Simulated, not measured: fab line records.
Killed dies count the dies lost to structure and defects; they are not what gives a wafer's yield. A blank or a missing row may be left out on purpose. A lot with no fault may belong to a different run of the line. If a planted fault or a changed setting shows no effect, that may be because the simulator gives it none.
fab line records | flow n5-finfet
record: lots: 9 wafers: 24 last-day: 19
route steps=1938 shown SDB@347 BEOL_M4@1111 PASSIVATION@1936
lots with no fault: from the same line, run without faults
start-h: the number of hours between the record's first day and the start of the first shown wafer of the lot | wait-h: hours from the lot's prior step to this one | " the same as in the row above | L1.1+2: one row covering several wafers at once | - no value, or no start given | * or withheld: withheld | < > ~ a bound
route shown NAME@n: names a module that has steps shown in the file, with the first one's number in the route | usual: mean/standard deviation taken from wafers without a fault | same: alike in all rows | chamber/n: place in a boat | sites: readings site by site | _std_site: standard deviation across them | _edge_site: outer sites' mean less inner sites' | radius-mm: for every site, how far away it sits from the centre of the wafer | mask NAME#n: copy n | behind: tool/chamber where the wafer was last shaped | hold: why the lot went on hold/how many hours it stayed there/how the hold came to an end | device: the transistor (n, p or np) that didn't switch | end of line: tests run on the same wafers once the route is complete | where a step has no rows: the recipe by itself | killed: dies lost to structure and defects at the first sort, not the wafer's yield | map: shows each die of a wafer: x if killed, . if not, _ if none is there
set.NAME: the run value of the setting; set.NAME@STEP: its run value at that earlier step | model.NAME: the simulator's own value behind a step, which no gauge read
the route's steps for a sample of lots (tables are steps, rows are wafers)
services: when a tool's chamber went out of use (start-h, in hours from the record's first day, below 0 if earlier), for how many hours, and the reason
== steps ==
step: N5_SDB_HM_DEP_00
recipe: material: SiNx target-thk-a: 400 temp-c: 400 precursor: SiH4/NH3/N2 pressure-torr: 1.5 rf-w: 300 time-s: 35.3
usual: heater-power-w: 735/92 showerhead-plenum-p-Torr: 5.18/0.035 throttle-valve-pct: 39.6/1.4
columns lot.wafer tool chamber start-h wait-h heater-power-w showerhead-plenum-p-Torr throttle-valve-pct
L212.1 pecvd-02 0 71.72 0.0 670 5.19 41.4
L212.2 " 1 " " 838 5.16 40.1
L212.5 " 1 " " 862 5.17 39.7
L216.3 pecvd-02 0 96.15 0.1 706 5.20 41.4
L216.4 " 2 " " 727 5.15 37.0
L216.6 " 0 " " 697 5.20 41.7
L217.3 pecvd-03 1 101.26 0.0 847 5.18 38.7
L217.4 " 1 " " 845 5.17 38.8
L217.5 " 2 " " 730 5.24 40.5
L220.3 pecvd-01 0 117.59 0.0 816 5.05 40.6
L220.5 " 1 " " 867 5.20 39.6
L220.6 " 0 " " 827 5.05 40.8
L230.1 pecvd-02 0 198.60 0.0 588 5.19 42.2
L230.5 " 0 " " 593 5.18 42.1
L230.6 " 1 " " 877 5.17 40.3
L228.2 pecvd-03 1 201.12 0.0 811 5.19 38.9
L228.4 " 1 " " 826 5.19 38.9
L231.2 pecvd-02 0 204.16 0.0 685 5.21 42.3
L231.3 " 1 " " 796 5.16 40.1
L231.6 " 1 " " 797 5.17 40.1
L233.1 pecvd-03 1 209.99 0.0 824 5.18 38.6
L233.3 " 2 " " 758 5.22 40.3
L234.2 pecvd-03 1 215.52 0.0 773 5.19 38.9
L234.3 " 0 " " 595 5.19 39.4
step: N5_SDB_CD_MEAS_11
recipe: target-cd-nm: 50 landing-energy-ev: 500 detector: se-inlens polarity: opening
usual: cd-nm: 49.6/1.1
columns lot.wafer tool chamber start-h wait-h cd-nm
L212.1 cd-sem-02 0 72.20 - 48.2
L212.2 " 0 " " 50.5
L212.5 " 0 " " 50.5
L216.3 cd-sem-01 0 96.61 - 49.7
L216.4 " 0 " " 49.3
L216.6 " 0 " " 50.3
L217.3 cd-sem-02 0 101.71 - 49.8
L217.4 " 0 " " 50.6
L217.5 " 0 " " 51.2
L220.3 cd-sem-01 0 118.04 - 48.6
L220.5 " 0 " " 49.0
L220.6 " 0 " " 47.1
L230.1 cd-sem-01 0 199.05 - 50.8
L230.5 " 0 " " 51.9
L230.6 " 0 " " 49.8
L228.2 cd-sem-01 0 201.45 - 50.3
L228.4 " 0 " " 50.6
L231.2 cd-sem-01 0 204.49 - 51.3
L231.3 " 0 " " 50.2
L231.6 " 0 " " 50.6
L233.1 cd-sem-02 0 210.44 - 49.5
L233.3 " 0 " " 48.5
L234.2 cd-sem-03 0 215.97 - 48.5
L234.3 " 0 " " 49.0
step: N5_SDB_STRIP_21
recipe: chemistry: CF4 resist: SiARC power-w: 300 bias-power-w: 75 pressure-mtorr: 50 cf4-flow-sccm: 150 rf-frequency-hz: 6e+07
usual: drypump-motor-current-A: 5.6/0.48 oes-product-au: 0.78/0.074 rf-vpp-V: 271.5/1.5 showerhead-plenum-p-Torr: 1.82/0.064 throttle-valve-pct: 13.60/0.22
columns lot.wafer tool chamber start-h wait-h drypump-motor-current-A oes-product-au rf-hours-counter-h rf-vpp-V showerhead-plenum-p-Torr throttle-valve-pct
L212.1 rie-diel-04 3 72.49 0.0 5.8 0.79 114 269.9 1.74 13.73
L212.2 " 2 " " 5.8 0.83 51 271.9 1.81 13.47
L212.5 " 0 " " 4.8 0.87 - 272.4 1.82 13.23
L216.3 rie-diel-05 3 96.90 0.0 5.6 0.71 191 271.3 1.86 13.96
L216.4 " 3 " " 5.5 0.71 - 272.3 1.86 13.93
L216.6 " 1 " " 5.1 0.70 - 272.8 1.83 13.87
L217.3 rie-diel-05 1 102.01 0.0 5.1 0.71 219 272.4 1.83 13.88
L217.4 " 1 " " 5.2 0.70 - 273.7 1.83 13.88
L217.5 " 3 " " 5.6 0.70 - 271.3 1.86 13.95
L220.3 rie-diel-05 0 118.47 0.0 6.5 0.76 146 271.2 1.72 13.51
L220.5 " 0 " " 6.4 0.76 - 268.5 1.72 13.52
L220.6 " 3 " " 5.6 0.71 - 271.6 1.86 13.98
L230.1 rie-diel-06 2 199.35 0.0 5.0 0.68 245 271.1 1.78 13.51
L230.5 " 0 " " 5.8 0.88 - 272.5 1.92 13.59
L230.6 " 2 " " 4.9 0.68 - 269.5 1.78 13.50
L228.2 rie-diel-06 2 201.77 0.0 4.9 0.67 247 271.4 1.78 13.52
L228.4 " 0 " " 5.8 0.89 - 273.1 1.92 13.61
L231.2 rie-diel-04 1 204.78 0.0 5.9 0.72 182 273.4 1.85 13.42
L231.3 " 2 " " 5.8 0.78 95 271.8 1.80 13.59
L231.6 " 3 " " 5.8 0.75 - 269.0 1.73 13.82
L233.1 rie-diel-05 1 210.80 0.0 5.2 0.95 6 271.1 1.82 13.41
L233.3 " 0 " " 6.4 0.73 176 267.9 1.71 13.57
L234.2 rie-diel-06 3 216.67 0.0 6.0 0.76 134 272.2 1.87 13.68
L234.3 " 0 " " 5.8 0.88 40 272.8 1.92 13.62
step: N5_SDB_ETCH_25
recipe: chemistry: C4F6/O2 target: SiO2 target-depth-a: 100 time-s: 3.3 ion-energy-ev: 250 mask-material: SiNx pressure-mtorr: 30 source-w: 345 bias-w: 185 Ar_flow_sccm: 300 C4F6_flow_sccm: 10 O2_flow_sccm: 10
usual: C4F6_flow_sccm: 9.994/0.029 drypump-motor-current-A: 5.6/0.49 oes-product-au: 0.79/0.079 rf-vpp-V: 675/16 showerhead-plenum-p-Torr: 2.88/0.096 throttle-valve-pct: 21.14/0.26
columns lot.wafer tool chamber start-h wait-h C4F6_flow_sccm drypump-motor-current-A oes-product-au rf-hours-counter-h rf-vpp-V showerhead-plenum-p-Torr throttle-valve-pct
L212.1 rie-diel-04 2 72.82 0.0 9.960 5.8 0.85 51 681 2.90 21.26
L212.2 " 0 " " 9.999 4.8 0.87 38 697 2.90 20.93
L212.5 " 3 " " 9.996 5.8 0.80 - 664 2.75 21.29
L216.3 rie-diel-04 1 97.22 0.0 9.950 5.9 0.75 148 691 2.95 20.81
L216.4 " 0 " " 9.979 4.7 0.86 47 696 2.90 20.93
L216.6 " 1 " " 9.920 5.9 0.76 - 691 2.95 20.81
L217.3 rie-diel-06 3 102.45 0.1 9.930 6.0 0.81 94 659 2.98 21.22
L217.4 " 2 " " 10.017 4.9 0.70 212 679 2.80 20.68
L217.5 " 1 " " 9.983 5.8 0.78 - 690 2.76 21.21
L220.3 rie-diel-04 1 118.89 0.1 9.968 6.0 0.75 154 692 2.94 20.84
L220.5 " 1 " " 10.001 5.9 0.75 - 692 2.94 20.84
L220.6 " 2 " " 10.016 5.8 0.83 - 681 2.89 21.31
L230.1 rie-diel-06 0 199.66 0.0 9.996 5.8 0.91 33 644 3.03 21.24
L230.5 " 0 " " 9.969 5.8 0.91 - 644 3.03 21.26
L230.6 " 2 " " 10.009 5.0 0.68 - 678 2.79 20.75
L228.2 rie-diel-04 1 202.09 0.0 10.022 5.9 0.73 182 691 2.93 20.89
L228.4 " 2 " " 9.956 5.8 0.81 95 679 2.88 21.33
L231.2 rie-diel-04 1 205.10 0.0 10.019 5.9 0.73 183 693 2.93 20.88
L231.3 " 0 " " 9.993 4.8 0.82 84 697 2.88 21.00
L231.6 " 3 " " 9.917 5.7 0.77 - 664 2.73 21.37
L233.1 rie-diel-05 2 211.12 0.0 9.987 5.2 0.93 22 661 3.00 20.70
L233.3 " 1 " " 10.061 5.1 0.98 6 691 2.94 21.36
L234.2 rie-diel-04 3 217.41 0.4 9.994 5.8 0.77 167 663 2.73 21.38
L234.3 " 2 " " 10.000 5.8 0.80 101 679 2.88 21.36
step: N5_SDB_CMP_30
recipe: stop-on: poly-Si t-overpolish-s: 1.54 post-cmp-clean: alkaline-brush down-force-psi: 4.1491 platen-rpm: 51.796 pad-velocity-m-s: 1.0306 target-thk-nm: 30
usual: motor-current-A: 12.4/1.3 platen-rpm: 51.80/0.033 slurry-flow-ml-min: 150.0/0.45 time-to-endpoint-s: 17.7/2.3
columns lot.wafer tool chamber start-h wait-h motor-current-A platen-rpm slurry-flow-ml-min time-to-endpoint-s
L212.1 cmp-01 2 75.89 1.5 11.1 51.76 150.6 13.6
L212.2 " 3 " " 12.9 51.79 150.2 16.8
L212.5 " 0 " " 10.6 51.79 149.6 17.8
L216.4 cmp-03 3 100.31 1.4 11.4 51.91 150.6 20.0
L216.3 " 0 " " 12.4 51.76 149.1 19.4
L216.6 " 0 " " 12.1 51.73 150.0 17.1
L217.4 cmp-03 0 105.44 1.4 12.7 51.78 149.5 19.7
L217.3 " 3 " " 11.5 51.83 149.9 19.7
L217.5 " 1 " " 14.3 51.82 150.4 21.0
L220.3 cmp-01 1 121.94 1.4 12.4 51.83 150.3 20.3
L220.5 " 1 " " 12.1 51.76 150.2 21.7
L220.6 " 2 " " 11.0 51.77 151.2 18.0
L230.1 cmp-01 2 202.70 1.4 10.2 51.78 150.1 16.4
L230.5 " 1 " " 12.6 51.76 150.0 18.3
L230.6 " 2 " " 10.9 51.83 150.0 25.0
L228.2 cmp-01 1 207.42 1.4 12.4 51.81 150.1 17.6
L228.4 " 3 " " 13.1 51.84 150.5 15.2
L231.3 cmp-01 3 209.29 1.4 12.8 51.79 149.8 27.6
L231.2 " 0 " " 10.5 51.78 150.1 15.9
L231.6 " 0 " " 10.2 51.76 149.7 27.9
L233.1 cmp-04 2 214.16 1.4 14.7 51.79 149.2 19.2
L233.3 " 0 " " 11.9 51.79 149.4 18.8
L234.2 cmp-01 0 220.45 1.4 10.2 51.80 150.7 17.4
L234.3 " 2 " " 10.5 51.76 150.6 15.2
step: N5_BEOL_M4_RC_MEAS_101
usual: DIBL_N: 37.2/2.1 DIBL_P: 37.3/2.3 IOFF_N: 0.18/0.041 IOFF_P: 0.24/0.042 ION_N: 680/13 ION_P: 466/7.7 SS_N: 71.8/0.68 SS_P: 73.5/0.66 VT_N: 249/3.6 VT_P: -248/3.4
columns lot.wafer tool chamber start-h wait-h DIBL_N[mV/V] DIBL_P[mV/V] IOFF_N[nA/um] IOFF_P[nA/um] ION_N[uA/um] ION_P[uA/um] SS_N[mV/dec] SS_P[mV/dec] VT_N[mV] VT_P[mV]
L212.1 prober-01 0 185.02 0.0 34.4 34.0 0.15 0.20 677 472 70.9 73.2 249 -249
L212.2 " 0 " " 33.4 33.2 0.13 0.17 665 455 70.7 73.0 250 -254
L212.5 " 0 " " 35.9 36.3 0.18 0.23 684 463 71.7 73.2 245 -247
L216.3 prober-02 0 205.13 0.3 39.4 39.2 0.25 0.30 694 472 72.9 73.9 243 -246
L216.4 " 0 " " 35.0 33.6 0.14 0.21 656 460 71.2 72.8 252 -249
L216.6 " 0 " " 35.1 34.5 0.15 0.23 679 471 70.9 73.0 248 -248
L217.3 prober-02 0 210.05 0.3 34.4 33.7 0.13 0.19 676 468 71.2 73.0 254 -252
L217.4 " 0 " " 35.4 35.4 0.14 0.21 668 460 71.7 72.4 252 -248
L217.5 " 0 " " 35.9 35.8 0.15 0.22 673 464 71.1 73.9 248 -246
L220.3 prober-02 0 228.33 0.3 35.3 36.0 0.16 0.26 686 475 72.0 73.8 249 -244
L220.5 " 0 " " 33.3 34.3 0.13 0.22 670 473 70.9 73.4 250 -246
L220.6 " 0 " " 36.0 36.6 0.18 0.28 686 477 71.9 73.5 249 -240
L228.2 prober-01 0 305.43 0.2 39.4 40.3 0.22 0.30 684 479 73.5 74.3 247 -246
L228.4 " 0 " " 39.5 40.7 0.21 0.31 675 470 72.4 74.2 250 -244
L230.1 prober-01 0 308.36 0.4 37.3 36.5 0.15 0.20 673 461 71.4 73.8 254 -255
L230.5 " 0 " " 39.4 38.5 0.18 0.23 673 456 72.3 74.2 254 -252
L231.2 prober-02 0 313.11 0.2 38.3 36.8 0.17 0.22 676 462 71.4 73.8 248 -248
L233.1 prober-01 0 332.36 0.0 33.0 34.6 0.12 0.19 675 472 70.5 72.3 250 -252
L233.3 " 0 " " 34.9 36.7 0.14 0.23 666 466 71.6 72.7 252 -248
L234.2 prober-02 0 336.04 0.2 37.5 36.9 0.18 0.25 675 466 72.0 73.6 251 -249
L234.3 " 0 " " 38.1 37.8 0.20 0.27 677 463 72.2 74.2 248 -245
step: N5_PASSIVATION_PROBE_49
usual: defect-limited-yield: 91.0/1.6 killed_at_M0_to_M3: 35/11 killed_at_M4_up: 14/5.3 killed-at-contacts: 13/6.7 killed-at-front-end: 41/12 killed-at-other: 3.9/2.7 killed-dies: 106/19 killed-on-rim: 14/4 killed-open: 70/14 killed-short: 35/8.8 sort_bin_5_function: 5.3/1 sort_bin_6_memory: 3.3/0.81 sort-n-pass: 1073/19 sort-yield-pct: 91.0/1.6
same: gross-dies: 1180 killed-at-back-side: 0 sort_bin_4_leakage[%]: 0 sort_bin_8_speed[%]: 0
columns lot.wafer tool chamber start-h wait-h defect-limited-yield[%] killed_at_M0_to_M3 killed_at_M4_up killed-at-contacts killed-at-front-end killed-at-other killed-dies killed-on-rim killed-open killed-short sort_bin_5_function[%] sort_bin_6_memory[%] sort-n-pass sort-yield-pct[%]
L231.2 prober-01 - 413.35 0.1 89.3 27 15 32 44 8 126 17 91 33 6.6 3.6 1054 89.3
L231.3 prober-01 - 413.40 0.1 0 18 13 12 1134 3 1180 152 53 29 96.9 2.9 0 0
L231.6 prober-01 - 413.55 0.3 0 42 19 5 1113 1 1180 152 75 23 97.2 2.5 0 0
L230.1 prober-01 - 422.78 0.0 91.0 53 4 3 43 3 106 14 77 28 5.2 3.1 1074 91.0
L230.5 prober-01 - 422.98 0.2 90.7 40 11 5 52 2 110 17 77 33 5.3 3.6 1070 90.7
L230.6 prober-01 - 423.03 0.3 0 55 11 4 1105 5 1180 152 73 29 96.7 3.0 0 0
killed by level:class
L231.2 MOL_CONTACT_COAG:geometric-particle:open=25 BEOL_M1:geometric-particle:open=13 STI_FIN_REVEAL:geometric-particle:open=8 DUMMY_GATE:geometric-particle:open=7 MOL_CONTACT_COAG:geometric-particle:short=7 FIN_SAQP:geometric-particle:open=6 BEOL_M2:geometric-particle:open=5 BEOL_M4:geometric-particle:open=5
L231.3 SDB:area-open=1098 FIN_SAQP:geometric-particle:open=10 MOL_CONTACT_COAG:geometric-particle:open=9 BEOL_M1:geometric-particle:open=8 FIN_SAQP:geometric-particle:short=6 BEOL_M4:geometric-particle:open=5 BEOL_M3:geometric-particle:open=5 GATE_CUT:geometric-particle:short=4
L231.6 SDB:area-open=1081 BEOL_M1:geometric-particle:open=25 FIN_SAQP:geometric-particle:open=7 BEOL_M4:geometric-particle:open=6 DUMMY_GATE:geometric-particle:open=5 MOL_CONTACT_COAG:geometric-particle:open=4 BEOL_M5:geometric-particle:open=4 BEOL_M7:geometric-particle:open=4
L230.1 STI_FIN_REVEAL:geometric-particle:open=16 BEOL_M3:geometric-particle:open=12 BEOL_M0_SAQP:geometric-particle:open=11 BEOL_M1:geometric-particle:open=8 BEOL_M2:geometric-particle:open=8 FIN_SAQP:geometric-particle:open=6 BEOL_M0_SAQP:geometric-particle:short=6 GATE_CUT:geometric-particle:short=5
L230.5 STI_FIN_REVEAL:geometric-particle:open=16 BEOL_M0_SAQP:geometric-particle:open=11 BEOL_M0_SAQP:geometric-particle:short=10 BEOL_M2:geometric-particle:open=9 GATE_CUT:geometric-particle:short=7 DUMMY_GATE:geometric-particle:short=5 DUMMY_GATE:geometric-particle:open=5 BEOL_M3:geometric-particle:open=5
L230.6 SDB:area-open=1078 BEOL_M2:geometric-particle:open=18 STI_FIN_REVEAL:geometric-particle:open=10 BEOL_M1:geometric-particle:open=8 BEOL_M0_SAQP:geometric-particle:short=6 BEOL_M0_SAQP:geometric-particle:open=5 BEOL_M1:geometric-particle:short=5 DUMMY_GATE:geometric-particle:open=4
== services ==
columns tool chamber start-h hours kind
rie-diel-06 0 65.14 - clean
rie-diel-06 0 65.14 - consumable-replace:focus-ring
cmp-03 - 70.74 0.8 repair
rie-diel-04 1 72.66 7.5 repair
cmp-03 - 76.17 0.2 repair
cmp-01 - 80.08 0.5 repair
rie-diel-05 2 89.97 4.8 repair
rie-diel-04 1 106.99 5.1 repair
cmp-01 - 117.11 0.3 repair
cmp-04 - 121.77 4.0 pm
pecvd-03 0 125.38 3.8 repair
pecvd-02 - 127.83 1.1 repair
cmp-01 - 133.97 1.9 repair
cmp-03 - 143.80 6.4 pm
rie-diel-05 0 147.50 7.9 repair
cmp-04 - 152.37 1.0 repair
cmp-03 - 153.79 1.2 repair
pecvd-02 - 157.55 0.9 repair
rie-diel-04 2 158.73 9.8 repair
pecvd-03 - 168.63 2.8 repair
cmp-01 - 170.58 1.5 repair
rie-diel-05 2 186.93 18.4 repair
rie-diel-06 1 194.90 14.0 repair
cmp-03 - 201.22 11.4 pm
== key ==
first-sign: step: N5_SDB_CMP_30 reading: time-to-endpoint-s direction: up sigmas: 3.9 usual: * struck: *
effect: step: N5_PASSIVATION_PROBE_49 reading: sort_bin_5_function direction: up sigmas: 91 usual: 5.3 struck: 96.9
more-kills-born-at: N5_SDB_HM_OPEN_20@rie-diel-04: 2179 N5_SDB_HM_OPEN_20@rie-diel-06: 1078
met-at N5_SDB_HM_DEP_00
struck-lots L230,L231
struck-wafers L230.6,L231.3,L231.6
later-rows-left-out L230.6,L231.3,L231.6
not-acting-at N5_SDB_CD_MEAS_11,N5_SDB_STRIP_21,N5_SDB_ETCH_25
onset-between 96.15 198.60
fault: kind: process-parameter-drift tool: pecvd-02 chamber: - onset-h: 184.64 steps: N5_SDB_HM_DEP_00 channel: time-s offset: * shape: step end-h: 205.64 scope: struck-wafers-only acts-in: * stated: *
later-rows-left-out: the simulator's readings of these wafers behind a module that went badly wrong aren't trusted and aren't shown, but for the sort
